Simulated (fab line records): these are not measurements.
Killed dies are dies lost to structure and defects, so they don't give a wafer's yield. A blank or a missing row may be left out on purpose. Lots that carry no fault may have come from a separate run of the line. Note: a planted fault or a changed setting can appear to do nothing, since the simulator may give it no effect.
Chamber matching    flow n5-finfet    3 sister chambers for N5_FIN_SAQP_PECVD_47 on pecvd-04
The step deposits a-Si from SiH4/He, target thk 45 nm, time 36.3 s. 22 wafers are shown with their chamber, then 11 later ones without.

== WAFERS PAIRED WITH THEIR CHAMBERS ==
wafer   chamber  throttle-valve-pct (%)  heater-power-w (W)  rf-fwd-power-W (W)
L075.1  0        17.4                    775                 98.6
L075.2  1        16.9                    884                 99.1
L075.5  0        17.5                    782                 98.8
L077.3  0        17.6                    674                 98.8
L077.5  2        16.8                    1047                98.9
L077.6  0        17.6                    687                 98.8
L078.1  0        17.5                    747                 98.7
L078.4  0        17.6                    755                 98.8
L078.5  1        16.7                    920                 99.5
L080.2  1        17.0                    930                 99.6
L080.5  0        17.4                    733                 98.5
L080.6  1        17.1                    918                 99.3
L082.1  0        17.4                    755                 98.5
L082.3  2        16.6                    948                 99.0
L082.5  0        17.4                    745                 98.3
L083.2  1        17.0                    926                 99.5
L083.5  1        16.9                    925                 99.8
L083.6  0        17.4                    727                 98.1
L084.1  0        17.4                    764                 98.1
L084.3  2        16.7                    1041                98.8
L084.6  1        17.2                    824                 98.5
L085.2  1        17.0                    916                 99.6

SIGNATURES (averages over the wafers above)
reading             chamber 0  chamber 1  chamber 2  scatter within a chamber
throttle-valve-pct  17.473     16.975     16.700     0.116
heater-power-w      740.36     905.38     1012.00    37.4
rf-fwd-power-W      98.545     99.362     98.900     0.318
Rule: a wafer lies at a distance from a chamber equal to the root of the sum of squares, over the readings, of (its reading less the chamber's mean, divided by the reading's scatter). The wafer belongs to the nearest chamber; if the next one is less than 2 further off, it can't be placed. How the scatter is found: for the shown wafers, subtract from each reading the mean of its chamber, square and add these, divide the total by (wafers less chambers), then take the root.

== WAFERS WHOSE CHAMBER IS MISSING ==
wafer   throttle-valve-pct (%)  heater-power-w (W)  rf-fwd-power-W (W)
L085.5  17.0                    919                 99.0
L085.6  17.5                    768                 98.1
L091.3  16.9                    1049                99.4
L091.4  16.9                    901                 99.7
L091.6  17.6                    693                 97.9
L094.1  17.6                    714                 98.7
L094.2  17.0                    859                 99.3
L094.3  16.7                    890                 99.4
L096.1  17.1                    944                 99.5
L096.3  16.9                    922                 99.3
L096.4  17.7                    729                 98.6

== THE CHAMBER EACH PASSED THROUGH ==
wafer    from the rows above       in truth
L085.5   1                         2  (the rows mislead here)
L085.6   0                         0
L091.3   can't be placed: 2 or 1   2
L091.4   1                         1
L091.6   0                         0
L094.1   0                         0
L094.2   1                         1
L094.3   can't be placed: 1 or 2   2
L096.1   1                         1
L096.3   1                         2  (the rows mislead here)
L096.4   0                         0
Correctly placed: 7 of 11. Cannot be placed on the basis of these rows: 2; the candidates contain the true chamber in 2. Placed wrongly: 2.
